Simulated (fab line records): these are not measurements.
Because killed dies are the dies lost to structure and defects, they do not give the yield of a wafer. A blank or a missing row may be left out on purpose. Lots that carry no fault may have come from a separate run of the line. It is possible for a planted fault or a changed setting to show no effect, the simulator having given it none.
Which tool did it? :: flow nandHarc :: Sampling: 12 lots, 36 wafers, 6 of 1302 route steps

## WHAT EACH GAUGE READ, for each wafer
NHARC_A_CONTACT_CD_MEAS_15.
lot: L427
measured: day 22 12:18
on: cdSem-01
cdNm (nm): 190.8 190.2 190.4

lot: L429
measured: day 23 18:11
on: cdSem-03
cdNm (nm): 189.2 189.4 190.3

lot: L431
measured: day 23 21:01
on: cdSem-03
cdNm (nm): 191.0 190.8 191.3

lot: L430
measured: day 24 03:08
on: cdSem-02
cdNm (nm): 190.3 190.3 190.3

lot: L435
measured: day 25 14:41
on: cdSem-01
cdNm (nm): 190.9 190.0 189.6

lot: L433
measured: day 25 16:43
on: cdSem-02
cdNm (nm): 189.7 189.8 190.1

lot: L436
measured: day 26 06:48
on: cdSem-01
cdNm (nm): 189.8 190.0 189.8

lot: L438
measured: day 27 07:17
on: cdSem-03
cdNm (nm): 190.1 189.6 190.4

lot: L441
measured: day 29 08:22
on: cdSem-02
cdNm (nm): 189.8 190.1 189.0

lot: L442
measured: day 29 19:53
on: cdSem-02
cdNm (nm): 188.3 190.2 188.8

lot: L445
measured: day 29 23:02
on: cdSem-01
cdNm (nm): 189.9 189.6 190.2

lot: L450
measured: day 32 08:55
on: cdSem-01
cdNm (nm): 191.0 190.2 190.7

NHARC_END_SORT_01.
lot: L441
measured: day 31 09:17
on: prober-02
killedAtArray: 50 52 48
killedAtOther: 1 1 4
killedAtPeriphery: 4 3 3
killedDies: 55 56 55
killedOpen: 2 6 4
killedShort: 2 6 1

lot: L442
measured: day 31 20:10
on: prober-01
killedAtArray: 50 46 53
killedAtOther: 0 1 0
killedAtPeriphery: 4 4 6
killedDies: 54 51 59
killedOpen: 4 3 5
killedShort: 5 2 2

lot: L445
measured: day 31 18:37
on: prober-02
killedAtArray: 79 83 78
killedAtOther: 2 0 1
killedAtPeriphery: 0 2 0
killedDies: 81 85 79
killedOpen: 2 4 3
killedShort: 2 4 3

## TOOL THAT RAN EACH LOT (tool first, then ch and the chambers of the sampled wafers, then the start)
lot: L427
NHARC_A_CONTACT_ETCH_98: rieDiel-11 ch 2,3, day 22 12:18 or earlier
NHARC_A_CONTACT_ALD_18: aldMetal-04 ch 0,2, day 22 13:56
NHARC_A_CONTACT_CVD_19: cvdW-01 ch 0,1, day 22 14:22
NHARC_A_CONTACT_CMP_20: cmp-04 ch 0,2, day 22 15:01

lot: L429
NHARC_A_CONTACT_ETCH_98: rieDiel-03 ch 0,2,3, day 23 18:11 or earlier
NHARC_A_CONTACT_ALD_18: aldMetal-02 ch 0,1, day 23 19:08
NHARC_A_CONTACT_CVD_19: cvdW-02 ch 0,1, day 23 19:19
NHARC_A_CONTACT_CMP_20: cmp-04 ch 1,2,3, day 23 20:15

lot: L431
NHARC_A_CONTACT_ETCH_98: rieDiel-11 ch 1,2,3, day 23 21:01 or earlier
NHARC_A_CONTACT_ALD_18: aldMetal-01 ch 0,1,2, day 23 21:57
NHARC_A_CONTACT_CVD_19: cvdW-02 ch 0,1, day 23 22:17
NHARC_A_CONTACT_CMP_20: cmp-04 ch 0,1,2, day 23 23:02

lot: L430
NHARC_A_CONTACT_ETCH_98: rieDiel-07 ch 1,2,3, day 24 03:08 or earlier
NHARC_A_CONTACT_ALD_18: aldMetal-02 ch 1,2, day 24 04:07
NHARC_A_CONTACT_CVD_19: cvdW-02 ch 0,1, day 24 04:34
NHARC_A_CONTACT_CMP_20: cmp-01 ch 0,2,3, day 24 05:15

lot: L435
NHARC_A_CONTACT_ETCH_98: rieDiel-07 ch 0,1,3, day 25 14:41 or earlier
NHARC_A_CONTACT_ALD_18: aldMetal-02 ch 1,2,3, day 25 15:38
NHARC_A_CONTACT_CVD_19: cvdW-02 ch 0,1, day 25 15:50
NHARC_A_CONTACT_CMP_20: cmp-01 ch 0,2,3, day 25 16:43

lot: L433
NHARC_A_CONTACT_ETCH_98: rieDiel-11 ch 1,2,3, day 25 16:43 or earlier
NHARC_A_CONTACT_ALD_18: aldMetal-01 ch 0,1,2, day 25 18:12
NHARC_A_CONTACT_CVD_19: cvdW-02 ch 0,1, day 25 18:32
NHARC_A_CONTACT_CMP_20: cmp-01 ch 0,1,2, day 25 19:18

lot: L436
NHARC_A_CONTACT_ETCH_98: rieDiel-03 ch 0,1,3, day 26 06:48 or earlier
NHARC_A_CONTACT_ALD_18: aldMetal-02 ch 0,3, day 26 07:46
NHARC_A_CONTACT_CVD_19: cvdW-01 ch 0,1, day 26 08:06
NHARC_A_CONTACT_CMP_20: cmp-03 ch 0,2,3, day 26 08:56

lot: L438
NHARC_A_CONTACT_ETCH_98: rieDiel-03 ch 1,2, day 27 07:11
NHARC_A_CONTACT_ALD_18: aldMetal-01 ch 0,1,3, day 27 11:22
NHARC_A_CONTACT_CVD_19: cvdW-01 ch 0,1, day 27 11:34
NHARC_A_CONTACT_CMP_20: cmp-04 ch 0,1,2, day 27 12:29

lot: L441
NHARC_A_CONTACT_ETCH_98: rieDiel-11 ch 0,1,2, day 29 08:22 or earlier
NHARC_A_CONTACT_ALD_18: aldMetal-04 ch 0,1,3, day 29 09:20
NHARC_A_CONTACT_CVD_19: cvdW-02 ch 0,1, day 29 09:32
NHARC_A_CONTACT_CMP_20: cmp-03 ch 0,1,2, day 29 10:26

lot: L442
NHARC_A_CONTACT_ETCH_98: rieDiel-03 ch 0,1,2, day 29 19:53 or earlier
NHARC_A_CONTACT_ALD_18: aldMetal-01 ch 0,2, day 29 20:59
NHARC_A_CONTACT_CVD_19: cvdW-02 ch 0,1, day 29 21:25
NHARC_A_CONTACT_CMP_20: cmp-04 ch 0,1, day 29 22:05

lot: L445
NHARC_A_CONTACT_ETCH_98: rieDiel-11 ch 0,1,2, day 29 23:02 or earlier
NHARC_A_CONTACT_ALD_18: aldMetal-02 ch 0,1,3, day 30 00:47
NHARC_A_CONTACT_CVD_19: cvdW-02 ch 0,1, day 30 00:57
NHARC_A_CONTACT_CMP_20: cmp-01 ch 0,2, day 30 01:51

lot: L450
NHARC_A_CONTACT_ETCH_98: rieDiel-03 ch 1,2,3, day 32 08:55 or earlier
NHARC_A_CONTACT_ALD_18: aldMetal-02 ch 2,3, day 32 09:52
NHARC_A_CONTACT_CVD_19: cvdW-02 ch 0,1, day 32 10:03
NHARC_A_CONTACT_CMP_20: cmp-01 ch 1,2,3, day 32 10:58
- NHARC_A_CONTACT_ETCH_98: etches the open film in C4F6/O2, target depth 20 nm, time 10 s.
- NHARC_A_CONTACT_ALD_18: deposits TiN, target thk 3 nm, pulse time 1 s, ald cycles 150.
- NHARC_A_CONTACT_CVD_19: deposits W, target thk 300 nm, time 802 s.
- NHARC_A_CONTACT_CMP_20: polishes, t overpolish 30 s, target thk 300 nm.

## WHAT THE TOOLS THEMSELVES READ (means of the sampled wafers that have a number; where no wafer has one, the mark that the record gives instead)
NHARC_A_CONTACT_ETCH_98.
lot: L427
tool: rieDiel-11
chamberPressureMTorr (mTorr): 29.994
drypumpMotorCurrentA (A): 5.8
oesProductAu (a.u.): 0.996
rfVppV (V): 545
showerheadPlenumPTorr (Torr): 3.81
throttleValvePct (%): 26.903

lot: L429
tool: rieDiel-03
chamberPressureMTorr (mTorr): 30.013
drypumpMotorCurrentA (A): 5.9
oesProductAu (a.u.): 0.965
rfVppV (V): 544
showerheadPlenumPTorr (Torr): 3.81
throttleValvePct (%): 26.906

lot: L431
tool: rieDiel-11
chamberPressureMTorr (mTorr): 29.996
drypumpMotorCurrentA (A): 5.6
oesProductAu (a.u.): 0.941
rfVppV (V): 546
showerheadPlenumPTorr (Torr): 3.89
throttleValvePct (%): 26.903

lot: L430
tool: rieDiel-07
chamberPressureMTorr (mTorr): 29.988
drypumpMotorCurrentA (A): 5.5
oesProductAu (a.u.): 0.954
rfVppV (V): 544
showerheadPlenumPTorr (Torr): 3.87
throttleValvePct (%): 26.911

lot: L435
tool: rieDiel-07
chamberPressureMTorr (mTorr): 30.006
drypumpMotorCurrentA (A): 5.7
oesProductAu (a.u.): 0.948
rfVppV (V): 544
showerheadPlenumPTorr (Torr): 3.84
throttleValvePct (%): 26.909

lot: L433
tool: rieDiel-11
chamberPressureMTorr (mTorr): 30.011
drypumpMotorCurrentA (A): 5.6
oesProductAu (a.u.): 0.941
rfVppV (V): 546
showerheadPlenumPTorr (Torr): 3.88
throttleValvePct (%): 26.894

lot: L436
tool: rieDiel-03
chamberPressureMTorr (mTorr): 29.997
drypumpMotorCurrentA (A): 5.6
oesProductAu (a.u.): 0.966
rfVppV (V): 542
showerheadPlenumPTorr (Torr): 3.72
throttleValvePct (%): 26.902

lot: L438
tool: rieDiel-03
chamberPressureMTorr (mTorr): 29.973
drypumpMotorCurrentA (A): 5.6
oesProductAu (a.u.): 0.960
rfVppV (V): 545
showerheadPlenumPTorr (Torr): 3.87
throttleValvePct (%): 26.901

lot: L441
tool: rieDiel-11
chamberPressureMTorr (mTorr): 29.984
drypumpMotorCurrentA (A): 5.9
oesProductAu (a.u.): 0.940
rfVppV (V): 548
showerheadPlenumPTorr (Torr): 4.02
throttleValvePct (%): 26.894

lot: L442
tool: rieDiel-03
chamberPressureMTorr (mTorr): 30.030
drypumpMotorCurrentA (A): 5.6
oesProductAu (a.u.): 0.972
rfVppV (V): 545
showerheadPlenumPTorr (Torr): 3.79
throttleValvePct (%): 26.895

lot: L445
tool: rieDiel-11
chamberPressureMTorr (mTorr): 30.009
drypumpMotorCurrentA (A): 5.9
oesProductAu (a.u.): 0.959
rfVppV (V): 549
showerheadPlenumPTorr (Torr): 4.01
throttleValvePct (%): 26.910

lot: L450
tool: rieDiel-03
chamberPressureMTorr (mTorr): 30.020
drypumpMotorCurrentA (A): 5.6
oesProductAu (a.u.): 0.986
rfVppV (V): 543
showerheadPlenumPTorr (Torr): 3.76
throttleValvePct (%): 26.912

NHARC_A_CONTACT_ALD_18.
lot: L427
tool: aldMetal-04
heaterPowerW (W): 1063
precursorPulseHeightRel: 0.985

lot: L429
tool: aldMetal-02
heaterPowerW (W): 1031
precursorPulseHeightRel: 1.006

lot: L431
tool: aldMetal-01
heaterPowerW (W): 1083
precursorPulseHeightRel: 1.002

lot: L430
tool: aldMetal-02
heaterPowerW (W): 1189
precursorPulseHeightRel: 0.980

lot: L435
tool: aldMetal-02
heaterPowerW (W): 1165
precursorPulseHeightRel: 0.994

lot: L433
tool: aldMetal-01
heaterPowerW (W): 1093
precursorPulseHeightRel: 0.995

lot: L436
tool: aldMetal-02
heaterPowerW (W): 1026
precursorPulseHeightRel: 0.990

lot: L438
tool: aldMetal-01
heaterPowerW (W): 1060
precursorPulseHeightRel: 0.977

lot: L441
tool: aldMetal-04
heaterPowerW (W): 1038
precursorPulseHeightRel: 1.000

lot: L442
tool: aldMetal-01
heaterPowerW (W): 1135
precursorPulseHeightRel: 1.002

lot: L445
tool: aldMetal-02
heaterPowerW (W): 995
precursorPulseHeightRel: 1.002

lot: L450
tool: aldMetal-02
heaterPowerW (W): 1108
precursorPulseHeightRel: 0.991

NHARC_A_CONTACT_CVD_19.
lot: L427
tool: cvdW-01
heaterPowerW (W): 441
throttleValvePct (%): 7.89

lot: L429
tool: cvdW-02
heaterPowerW (W): 466
throttleValvePct (%): 7.80

lot: L431
tool: cvdW-02
heaterPowerW (W): 491
throttleValvePct (%): 7.69

lot: L430
tool: cvdW-02
heaterPowerW (W): 480
throttleValvePct (%): 7.60

lot: L435
tool: cvdW-02
heaterPowerW (W): 488
throttleValvePct (%): 7.73

lot: L433
tool: cvdW-02
heaterPowerW (W): 469
throttleValvePct (%): 7.92

lot: L436
tool: cvdW-01
heaterPowerW (W): 439
throttleValvePct (%): 8.05

lot: L438
tool: cvdW-01
heaterPowerW (W): 448
throttleValvePct (%): 7.85

lot: L441
tool: cvdW-02
heaterPowerW (W): 468
throttleValvePct (%): 7.75

lot: L442
tool: cvdW-02
heaterPowerW (W): 458
throttleValvePct (%): 7.69

lot: L445
tool: cvdW-02
heaterPowerW (W): 455
throttleValvePct (%): 7.58

lot: L450
tool: cvdW-02
heaterPowerW (W): 458
throttleValvePct (%): 7.73

NHARC_A_CONTACT_CMP_20.
lot: L427
tool: cmp-04
motorCurrentA (A): 13.0
overpolishRunS (s): 29.994
timeToEndpointS (s): 57.9

lot: L429
tool: cmp-04
motorCurrentA (A): 11.6
overpolishRunS (s): 30.005
timeToEndpointS (s): 59.5

lot: L431
tool: cmp-04
motorCurrentA (A): 12.7
overpolishRunS (s): 29.994
timeToEndpointS (s): 59.8

lot: L430
tool: cmp-01
motorCurrentA (A): 12.3
overpolishRunS (s): 30.006
timeToEndpointS (s): 61.9

lot: L435
tool: cmp-01
motorCurrentA (A): 11.9
overpolishRunS (s): 29.997
timeToEndpointS (s): 65.4

lot: L433
tool: cmp-01
motorCurrentA (A): 13.8
overpolishRunS (s): 29.994
timeToEndpointS (s): 58.0

lot: L436
tool: cmp-03
motorCurrentA (A): 13.0
overpolishRunS (s): 29.993
timeToEndpointS (s): 64.1

lot: L438
tool: cmp-04
motorCurrentA (A): 13.1
overpolishRunS (s): 29.998
timeToEndpointS (s): 61.2

lot: L441
tool: cmp-03
motorCurrentA (A): 13.0
overpolishRunS (s): 30.003
timeToEndpointS (s): 50.3

lot: L442
tool: cmp-04
motorCurrentA (A): 12.6
overpolishRunS (s): 30.006
timeToEndpointS (s): 45.7

lot: L445
tool: cmp-01
motorCurrentA (A): 12.9
overpolishRunS (s): 30.000
timeToEndpointS (s): 51.8

lot: L450
tool: cmp-01
motorCurrentA (A): 13.6
overpolishRunS (s): 29.990
timeToEndpointS (s): 60.4

## THE ANSWER, worked out from the rows above alone
Rule: the lots themselves supply what counts as usual. The widest of any qualifying gaps counts: lots, ordered by their means at a reading, are off when they make up no more than a third of the lots, leave a main group of 4 or more, and stand apart from it by 3 or more times the standard deviation of that group's means. If all means in a main group match to the digits the tables above print for the reading, that group is not used. Also off: a lot with no number at a reading for which 4 or more lots have one. The other lots that the step has rows for count as sound. The gauges are gone through in route order, then the tools' own readings, and for those a lot's mean is taken as printed above. The first step at which some lot is off is used, and at that step the reading that is off furthest; a lot without a number counts as furthest.
No lot is off at any reading shown: from this, nothing can be told.

## WHAT THE SIMULATOR HAD PUT IN
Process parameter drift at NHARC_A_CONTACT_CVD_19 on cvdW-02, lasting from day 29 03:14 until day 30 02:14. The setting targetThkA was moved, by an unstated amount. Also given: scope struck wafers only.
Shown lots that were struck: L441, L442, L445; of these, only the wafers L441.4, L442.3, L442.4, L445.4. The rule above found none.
